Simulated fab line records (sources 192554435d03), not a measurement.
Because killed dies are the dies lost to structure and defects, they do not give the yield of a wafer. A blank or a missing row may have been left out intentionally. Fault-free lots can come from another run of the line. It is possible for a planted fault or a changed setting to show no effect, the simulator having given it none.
Which of the tools did it? -- flow n5_finfet -- 30 wafers from 10 lots sampled at 5 of the route's 1938 steps

## WHAT EACH GAUGE READ, for each wafer
N5_ZERO_LAYER_CD_MEAS_11 targets a cd of 2000 nm. Usual: cd_nm at 1999.9 nm, with a standard deviation of 1.9.
lot,measured,on,cd_nm (nm),flag
L874,day 1 12:38,cd_sem-02,2001.9 2001.8 1996.3,
L876,day 2 00:47,cd_sem-02,1998.9 1998.6 1997.2,
L877,day 2 06:38,cd_sem-01,1997.7 2000.3 2000.1,
L881,day 3 06:46,cd_sem-02,2000.0 2002.1 2003.8,
L883,day 3 18:46,cd_sem-02,1996.9 1999.6 1999.1,
L893,day 6 06:46,cd_sem-02,1997.9 1999.3 2000.1,
L894,day 6 12:41,cd_sem-02,1997.6 1998.0 1997.2,
L895,day 6 18:40,cd_sem-03,1998.8 2002.1 2000.3,
L896,day 7 00:40,cd_sem-02,1999.2 1998.3 2000.2,
L897,day 7 06:38,cd_sem-02,1998.0 1997.1 1997.6,

N5_BEOL_M4_RC_MEAS_101. Usual: CJ_P 5.82, standard deviation 0.2; DIBL_N 35.9 mV/V, standard deviation 1.8; DIBL_P 36.2 mV/V, standard deviation 2; IOFF_N 0.16 nA/um, standard deviation 0.031; IOFF_P 0.22 nA/um, standard deviation 0.041; ION_N 676 uA/um, standard deviation 11; ION_P 465 uA/um, standard deviation 8.5; SS_N 71.4 mV/dec, standard deviation 0.64; SS_P 73.2 mV/dec, standard deviation 0.7; VT_N 250 mV, standard deviation 3.5; VT_P -250 mV, standard deviation 3.9.
lot,measured,on,CJ_P,DIBL_N (mV/V),DIBL_P (mV/V),IOFF_N (nA/um),IOFF_P (nA/um),ION_N (uA/um),ION_P (uA/um),SS_N (mV/dec),SS_P (mV/dec),VT_N (mV),VT_P (mV),flag
L874,day 8 04:23,prober-01,5.97 5.54 5.72,35.4 36.9 35.3,35.3 37.8 34.9,0.13 0.17 0.14,0.22 0.29 0.23,672 694 674,466 484 476,71.4 71.1 70.7,72.4 73.3 73.0,255 249 252,-249 -244 -246,
L876,day 8 14:21,prober-02,5.96 6.00 5.86,36.6 33.5 35.1,35.9 32.5 35.4,0.17 0.11 0.15,0.19 0.15 0.18,673 657 676,449 450 457,71.5 70.8 71.1,73.4 71.8 72.0,250 252 250,-251 -254 -251,
L877,day 8 21:01,prober-02,6.08 6.32 5.92,32.6 29.3 34.5,34.6 29.7 34.9,0.12 0.08 0.14,0.18 0.12 0.18,668 652 655,462 450 451,70.5 70.0 71.0,72.7 71.0 71.9,254 260 252,-248 -254 -251,
L881,day 9 22:11,prober-01,2.91 2.87 2.97,34.1 36.5 36.3,34.3 38.4 37.7,0.12 0.17 0.16,0.22 0.32 0.29,672 682 675,474 470 466,71.3 71.4 71.6,73.1 75.0 73.8,253 247 249,-248 -245 -245,OFF
L883,day 10 02:59,prober-01,3.05 2.97 3.04,36.3 36.3 36.5,39.3 41.4 38.2,0.16 0.16 0.16,0.33 0.43 0.28,678 673 688,477 473 483,70.6 71.3 71.2,74.7 75.5 73.2,247 249 249,-240 -243 -244,OFF
L893,day 13 02:40,prober-01,5.39 5.62 5.60,38.3 38.3 37.5,40.2 39.0 37.9,0.22 0.20 0.18,0.28 0.26 0.24,679 685 678,470 476 464,72.5 72.2 72.2,74.3 73.0 73.7,247 246 248,-245 -246 -247,
L894,day 13 04:31,prober-01,5.44 5.40 5.99,36.6 37.2 38.2,37.1 37.5 39.3,0.16 0.16 0.21,0.25 0.26 0.30,684 673 702,476 470 484,71.8 71.3 71.5,72.6 73.7 73.6,248 251 244,-247 -247 -246,
L895,day 13 15:16,prober-01,6.00 5.94 6.12,36.2 34.7 34.8,34.7 33.7 33.1,0.17 0.14 0.15,0.22 0.20 0.19,680 669 662,459 466 458,71.8 71.2 71.2,73.0 72.9 71.8,247 249 250,-251 -251 -250,
L896,day 13 20:48,prober-02,5.91 5.59 5.99,35.1 37.9 37.0,35.2 37.1 36.8,0.14 0.18 0.16,0.21 0.24 0.24,684 691 678,470 473 470,71.1 71.3 71.6,72.6 74.2 73.5,247 248 248,-248 -248 -248,
L897,day 14 09:07,prober-02,5.81 6.11 5.95,35.7 35.4 35.6,35.5 35.8 36.1,0.13 0.13 0.14,0.15 0.15 0.15,676 678 675,456 464 452,70.6 70.6 71.2,73.4 72.5 73.0,250 254 249,-258 -259 -256,

## EACH LOT AND THE TOOL THAT RAN IT (in order: tool; ch and the chambers of the sampled wafers; start)
lot,N5_ZERO_LAYER_ETCH_18,N5_ZERO_LAYER_STRIP_24,N5_WELL_APT_IMPLANT_15
L874,"rie_si-01 ch 0,1,2, day 1 13:02","plasma_asher-02 ch 1, day 1 13:09","implanter-01 ch 0, day 1 14:16"
L876,"rie_si-04 ch 0,1, day 2 00:58","plasma_asher-01 ch 0,1, day 2 01:04","implanter-01 ch 0, day 2 02:31"
L877,"rie_si-01 ch 0,1,3, day 2 06:47","plasma_asher-01 ch 0,1, day 2 06:55","implanter-02 ch 0, day 2 08:07"
L881,"rie_si-03 ch 0,3, day 3 06:55","plasma_asher-02 ch 0, day 3 07:01","implanter-01 ch 0, day 3 08:10"
L883,"rie_si-03 ch 0,2, day 3 18:56","plasma_asher-01 ch 0,1, day 3 19:03","implanter-01 ch 0, day 3 20:08"
L893,"rie_si-01 ch 1,3, day 6 06:55","plasma_asher-01 ch 0,1, day 6 07:01","implanter-01 ch 0, day 6 08:10"
L894,"rie_si-04 ch 1,2, day 6 12:50","plasma_asher-02 ch 0,1, day 6 12:56","implanter-01 ch 0, day 6 13:58"
L895,"rie_si-03 ch 1,2,3, day 6 18:49","plasma_asher-01 ch 0,1, day 6 18:55","implanter-01 ch 0, day 6 20:17"
L896,"rie_si-01 ch 0,2,3, day 7 00:48","plasma_asher-02 ch 0,1, day 7 00:55","implanter-01 ch 0, day 7 02:05"
L897,"rie_si-03 ch 0,1,3, day 7 08:31","plasma_asher-01 ch 0,1, day 7 08:37","implanter-01 ch 0, day 7 09:52"
- N5_ZERO_LAYER_ETCH_18: etches Si in HBr/Cl2, target depth 120 nm, time 40 s.
- N5_ZERO_LAYER_STRIP_24: strips in O2.
- N5_WELL_APT_IMPLANT_15

## WHAT THE TOOLS THEMSELVES READ (means of the sampled wafers that have a number; where no wafer has one, the mark that the record gives instead)
N5_ZERO_LAYER_ETCH_18. Usual: HBr_flow_sccm 150.0 sccm, standard deviation 0.45; drypump_motor_current_A 5.47 A, standard deviation 0.26; oes_product_au 0.992 a.u., standard deviation 0.018; throttle_valve_pct 36.31 %, standard deviation 0.28.
lot,tool,HBr_flow_sccm (sccm),drypump_motor_current_A (A),oes_product_au (a.u.),throttle_valve_pct (%),flag
L874,rie_si-01,150.3,5.66,1.015,36.36,
L876,rie_si-04,150.2,5.20,0.983,36.25,
L877,rie_si-01,149.8,5.55,0.989,36.31,
L881,rie_si-03,150.2,5.68,0.983,36.62,
L883,rie_si-03,150.7,5.83,0.982,36.33,
L893,rie_si-01,149.9,5.47,0.987,36.34,
L894,rie_si-04,150.2,5.28,0.982,36.33,
L895,rie_si-03,150.1,5.26,0.977,36.04,
L896,rie_si-01,149.7,5.64,1.000,36.19,
L897,rie_si-03,150.7,5.42,0.981,36.40,

N5_ZERO_LAYER_STRIP_24. Usual: drypump_motor_current_A 5.66 A, standard deviation 0.28; heater_power_w 322 W, standard deviation 28; oes_product_au 0.648 a.u., standard deviation 0.0046; strip_time_to_endpoint_s 43.91 s, standard deviation 0.1.
lot,tool,drypump_motor_current_A (A),heater_power_w (W),oes_product_au (a.u.),strip_time_to_endpoint_s (s),flag
L874,plasma_asher-02,5.37,365,0.650,43.78,
L876,plasma_asher-01,5.94,294,0.648,43.96,
L877,plasma_asher-01,5.94,293,0.651,43.92,
L881,plasma_asher-02,5.36,344,0.645,43.94,
L883,plasma_asher-01,5.92,296,0.646,43.97,
L893,plasma_asher-01,5.93,297,0.644,43.97,
L894,plasma_asher-02,5.35,347,0.653,43.81,
L895,plasma_asher-01,5.93,298,0.651,43.93,
L896,plasma_asher-02,5.35,363,0.647,44.03,
L897,plasma_asher-01,5.84,304,0.648,43.73,

N5_WELL_APT_IMPLANT_15. Usual: dose_ions_cm2 1.4999e+13, standard deviation 1.7e+10; faraday_current_uA 191, standard deviation 4; rotation_deg 0.001 degrees, standard deviation 0.021.
lot,tool,dose_ions_cm2,faraday_current_uA,rotation_deg (degrees),flag
L874,implanter-01,1.4997e+13,197,-0.016,
L876,implanter-01,1.4993e+13,189,0.000,
L877,implanter-02,1.5021e+13,190,0.025,
L881,implanter-01,3.8437e+12,50,-0.016,OFF
L883,implanter-01,3.8867e+12,49,-0.008,OFF
L893,implanter-01,1.4998e+13,188,-0.008,
L894,implanter-01,1.5018e+13,192,0.015,
L895,implanter-01,1.4985e+13,191,-0.015,
L896,implanter-01,1.5001e+13,192,0.023,
L897,implanter-01,1.5015e+13,191,0.014,

## THE ANSWER, worked out from the rows above alone
Rule: take the mean of a lot's wafers that have a number; if it is more than 3 standard deviations from the usual mean, the lot is off. Also off: a lot with no number at a reading for which 4 or more lots have one. Where the step has rows for the other lots, those lots are counted as sound. Order of review: gauges by route order, followed by the tools' own readings, for which a lot's mean as printed above is used. The first step at which some lot is off is used, and at that step the reading that is off furthest; a lot without a number counts as furthest.
Off: at N5_BEOL_M4_RC_MEAS_101 (CJ_P), L881, L883.
If a tool, at a process step before that reading, ran all the lots that are off and no sound lot after the first of them, it fits. Not tried: the gauges at N5_BEOL_M4_RC_MEAS_101; whatever is off there is also off at N5_WELL_APT_IMPLANT_15, on other tools, and gauge error can't account for it. No candidate that was tried fits.

## WHAT HAD BEEN PUT IN BY THE SIMULATOR
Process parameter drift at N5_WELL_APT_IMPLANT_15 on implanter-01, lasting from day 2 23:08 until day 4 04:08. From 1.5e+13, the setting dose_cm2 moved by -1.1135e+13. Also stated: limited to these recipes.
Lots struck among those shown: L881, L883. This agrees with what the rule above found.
